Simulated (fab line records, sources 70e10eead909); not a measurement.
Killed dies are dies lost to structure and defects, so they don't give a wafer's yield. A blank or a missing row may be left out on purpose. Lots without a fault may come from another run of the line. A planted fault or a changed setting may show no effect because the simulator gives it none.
Which tool did it? | flow nand_harc | 12 lots, 36 wafers sampled, at 6 steps of a route of 1302

WHAT THE GAUGES READ, wafer by wafer
NHARC_P_STI_INSPECT_11. Usual: raw_defect_count 6.2, standard deviation 2.8.
lot  | measured     | on                | raw_defect_count | flag
L250 | day 3 19:16  | defect_inspect-02 | 6 7 6            |
L254 | day 5 07:40  | defect_inspect-02 | 772 743 730      | OFF
L256 | day 6 02:29  | defect_inspect-02 | 775 689 706      | OFF
L263 | day 9 00:43  | defect_inspect-02 | 0 2 5            |
L264 | day 9 11:18  | defect_inspect-02 | 8 9 6            |
L265 | day 9 19:55  | defect_inspect-02 | 9 8 6            |
L266 | day 10 06:40 | defect_inspect-02 | 1 4 5            |
L267 | day 10 17:04 | defect_inspect-02 | 10 7 9           |
L268 | day 11 07:52 | defect_inspect-01 | 9 11 6           |
L269 | day 11 14:26 | defect_inspect-02 | 13 2 10          |
L270 | day 11 21:59 | defect_inspect-02 | 5 6 6            |
L271 | day 12 08:22 | defect_inspect-01 | 1 4 7            |

NHARC_END_SORT_01. Usual: killed_at_array 62, standard deviation 16; killed_at_other 0.8, standard deviation 1.1; killed_at_periphery 4, standard deviation 3.2; killed_dies 67, standard deviation 16; killed_open 3.5, standard deviation 1.9; killed_short 2.1, standard deviation 1.5.
lot  | measured     | on        | killed_at_array | killed_at_other | killed_at_periphery | killed_dies | killed_open | killed_short | flag
L254 | day 27 08:02 | prober-01 | 54 49 59        | 3 2 1           | 98 64 92            | 155 115 152 | 8 1 2       | 2 3 1        | OFF
L256 | day 28 01:11 | prober-01 | 55 48 39        | 0 0 0           | 101 92 95           | 156 140 134 | 3 5 2       | 5 5 2        | OFF

WHICH TOOL RAN EACH LOT (tool, then ch and the chambers of the sampled wafers, then the start)
lot  | NHARC_P_ZERO_WELL_DESCUM_26        | NHARC_P_STI_PRECLEAN_27             | NHARC_P_STI_ETCH_31                           | NHARC_P_STI_CMP_21
L250 | rie_diel-11 ch 0,1,2, day 2 18:42  | wet_bench-06 ch 1,4,5, day 2 23:37  | rie_diel-09 ch 0,1, day 4 14:00 or earlier    | cmp-02 ch 0,2,3, day 4 14:00
L254 | rie_diel-04 ch 1,2,3, day 4 10:39  | wet_bench-06 ch 3,5,6, day 4 15:42  | rie_diel-10 ch 0,1,3, day 6 02:23 or earlier  | cmp-01 ch 0,2,3, day 6 02:23
L256 | rie_diel-02 ch 0,1,2, day 5 06:56  | wet_bench-06 ch 0,5,7, day 5 12:08  | rie_diel-10 ch 0,2,3, day 7 00:50 or earlier  | cmp-03 ch 0,1, day 7 00:50
L263 | rie_diel-02 ch 0,1,2, day 8 05:06  | wet_bench-06 ch 2,5,6, day 8 10:04  | rie_diel-09 ch 0,1,2, day 9 19:33 or earlier  | cmp-01 ch 0,2,3, day 9 19:33
L264 | rie_diel-11 ch 1,2,3, day 8 14:48  | wet_bench-04 ch 0,1,6, day 8 20:08  | rie_diel-09 ch 0,2, day 10 07:53 or earlier   | cmp-01 ch 1,3, day 10 07:53
L265 | rie_diel-11 ch 1,2,3, day 9 00:44  | wet_bench-09 ch 1,3,6, day 9 05:33  | rie_diel-09 ch 0,1,2, day 10 14:13 or earlier | cmp-02 ch 1,2,3, day 10 14:13
L266 | rie_diel-04 ch 2,3, day 9 10:29    | wet_bench-06 ch 2,4,5, day 9 15:25  | rie_diel-09 ch 1,2, day 11 03:26 or earlier   | cmp-02 ch 0,2,3, day 11 03:26
L267 | rie_diel-02 ch 1,3, day 9 20:38    | wet_bench-09 ch 2,3,5, day 10 01:52 | rie_diel-09 ch 0,2,3, day 11 11:13 or earlier | cmp-01 ch 0,1,3, day 11 11:13
L268 | rie_diel-04 ch 1,2,3, day 10 06:46 | wet_bench-09 ch 1,3,4, day 10 11:49 | rie_diel-06 ch 0,1,3, day 12 05:11 or earlier | cmp-02 ch 0,3, day 12 05:11
L269 | rie_diel-02 ch 0,1,2, day 10 16:35 | wet_bench-09 ch 1,2,4, day 10 22:46 | rie_diel-09 ch 0,2,3, day 12 09:50 or earlier | cmp-02 ch 0,2,3, day 12 09:50
L270 | rie_diel-04 ch 0,1, day 11 02:32   | wet_bench-04 ch 1,2,4, day 11 07:35 | rie_diel-06 ch 0,1,3, day 12 18:08 or earlier | cmp-02 ch 2,3, day 12 18:08
L271 | rie_diel-04 ch 1,2,3, day 11 12:44 | wet_bench-04 ch 1,4,6, day 11 17:47 | rie_diel-10 ch 1,2, day 13 02:26 or earlier   | cmp-02 ch 0,1,3, day 13 02:26
- NHARC_P_ZERO_WELL_DESCUM_26: chemistry O2, time 3 s.
- NHARC_P_STI_PRECLEAN_27: cleans in SC1.
- NHARC_P_STI_ETCH_31: etches the open film in CF4/CHF3, target depth 108.9 nm, time 54.5 s.
- NHARC_P_STI_CMP_21: polishes, t overpolish 20 s, target thk 380.67 nm.

WHAT THE TOOLS THEMSELVES READ (means of the sampled wafers that have a number; where no wafer has one, the mark that the record gives instead)
NHARC_P_ZERO_WELL_DESCUM_26. Usual: drypump_motor_current_A 5.62 A, standard deviation 0.29; mfc_ar_sccm 0.013 sccm, standard deviation 0.014; oes_product_au 1.000 a.u., standard deviation 0.0077; rf_vpp_V 57.8 V, standard deviation 0.9; showerhead_plenum_p_Torr 1.93 Torr, standard deviation 0.089; throttle_valve_pct 11.311 %, standard deviation 0.0097.
lot  | tool        | drypump_motor_current_A (A) | mfc_ar_sccm (sccm) | oes_product_au (a.u.) | rf_vpp_V (V) | showerhead_plenum_p_Torr (Torr) | throttle_valve_pct (%) | flag
L250 | rie_diel-11 | 5.62                        | 0.010              | 1.001                 | 56.9         | 1.83                            | 11.313                 |
L254 | rie_diel-04 | 5.54                        | 0.005              | 1.007                 | 58.0         | 1.97                            | 11.303                 |
L256 | rie_diel-02 | 5.81                        | 0.019              | 0.990                 | 57.3         | 1.92                            | 11.316                 |
L263 | rie_diel-02 | 5.82                        | 0.019              | 0.996                 | 57.7         | 1.92                            | 11.312                 |
L264 | rie_diel-11 | 5.76                        | 0.019              | 0.994                 | 57.7         | 1.89                            | 11.312                 |
L265 | rie_diel-11 | 5.76                        | 0.019              | 1.003                 | 58.0         | 1.89                            | 11.304                 |
L266 | rie_diel-04 | 5.61                        | 0.001              | 1.005                 | 58.7         | 1.95                            | 11.309                 |
L267 | rie_diel-02 | 5.59                        | 0.033              | 0.997                 | 58.5         | 2.03                            | 11.309                 |
L268 | rie_diel-04 | 5.53                        | 0.005              | 0.996                 | 57.6         | 1.95                            | 11.307                 |
L269 | rie_diel-02 | 5.79                        | 0.019              | 1.008                 | 57.2         | 1.91                            | 11.308                 |
L270 | rie_diel-04 | 5.65                        | 0.008              | 0.997                 | 58.9         | 1.99                            | 11.305                 |
L271 | rie_diel-04 | 5.55                        | 0.005              | 1.000                 | 57.7         | 1.95                            | 11.307                 |

NHARC_P_STI_ETCH_31. Usual: drypump_motor_current_A 5.8 A, standard deviation 0.37; mfc_ar_sccm 0.002 sccm, standard deviation 0.0042; oes_product_au 0.960 a.u., standard deviation 0.017; rf_vpp_V 370.3 V, standard deviation 1.6; showerhead_plenum_p_Torr 1.56 Torr, standard deviation 0.046; throttle_valve_pct 16.801 %, standard deviation 0.0088.
lot  | tool        | drypump_motor_current_A (A) | mfc_ar_sccm (sccm) | oes_product_au (a.u.) | rf_vpp_V (V) | showerhead_plenum_p_Torr (Torr) | throttle_valve_pct (%) | flag
L250 | rie_diel-09 | 5.9                         | 0.000              | 0.964                 | 372.0        | 1.61                            | 16.806                 |
L254 | rie_diel-10 | 5.3                         | 0.003              | 0.941                 | 370.3        | 1.57                            | 16.803                 |
L256 | rie_diel-10 | 5.5                         | 0.007              | 0.953                 | 369.0        | 1.54                            | 16.802                 |
L263 | rie_diel-09 | 5.9                         | 0.000              | 0.976                 | 371.0        | 1.58                            | 16.798                 |
L264 | rie_diel-09 | 5.9                         | 0.000              | 0.927                 | 371.5        | 1.60                            | 16.795                 |
L265 | rie_diel-09 | 5.9                         | 0.000              | 0.974                 | 370.4        | 1.58                            | 16.797                 |
L266 | rie_diel-09 | 5.9                         | 0.000              | 0.976                 | 369.3        | 1.55                            | 16.792                 |
L267 | rie_diel-09 | 6.0                         | 0.000              | 0.966                 | 370.8        | 1.59                            | 16.792                 |
L268 | rie_diel-06 | 6.0                         | 0.006              | 0.944                 | 370.3        | 1.54                            | 16.801                 |
L269 | rie_diel-09 | 6.0                         | 0.000              | 0.951                 | 370.1        | 1.59                            | 16.795                 |
L270 | rie_diel-06 | 6.0                         | 0.006              | 0.930                 | 369.9        | 1.54                            | 16.803                 |
L271 | rie_diel-10 | 5.6                         | 0.007              | 0.968                 | 369.2        | 1.52                            | 16.802                 |

NHARC_P_STI_CMP_21. Usual: motor_current_A 12.1 A, standard deviation 1.5; overpolish_run_s 19.999 s, standard deviation 0.009.
lot  | tool   | motor_current_A (A) | overpolish_run_s (s) | flag
L250 | cmp-02 | 11.5                | 20.003               |
L254 | cmp-01 | 13.5                | 19.996               |
L256 | cmp-03 | 11.7                | 19.992               |
L263 | cmp-01 | 13.4                | 20.007               |
L264 | cmp-01 | 12.2                | 19.996               |
L265 | cmp-02 | 10.4                | 19.998               |
L266 | cmp-02 | 11.3                | 19.999               |
L267 | cmp-01 | 12.9                | 19.990               |
L268 | cmp-02 | 11.6                | 19.999               |
L269 | cmp-02 | 11.4                | 20.004               |
L270 | cmp-02 | 10.2                | 19.996               |
L271 | cmp-02 | 11.1                | 19.999               |

THE ANSWER, worked out from the rows above alone
Rule: a lot is off if the mean of its wafers that have a number lies more than 3 standard deviations from the usual mean. A lot without any number at a reading at which 4 lots or more have one is off too. The other lots that the step has rows for count as sound. The gauges are gone through in route order, then the tools' own readings, and for those a lot's mean is taken as printed above. The first step at which some lot is off is used, and at that step the reading that is off furthest; a lot without a number counts as furthest.
Off: L254, L256, at NHARC_P_STI_INSPECT_11 (raw_defect_count).
A tool fits if, at a process step before that reading, it ran every lot that is off, and no sound lot after the first of them. The gauges at NHARC_P_STI_INSPECT_11 aren't tried: what is off there is off at NHARC_END_SORT_01 too, on other tools, and a gauge's error can't cause that. None of those tried fits.

WHAT THE SIMULATOR HAD PUT IN
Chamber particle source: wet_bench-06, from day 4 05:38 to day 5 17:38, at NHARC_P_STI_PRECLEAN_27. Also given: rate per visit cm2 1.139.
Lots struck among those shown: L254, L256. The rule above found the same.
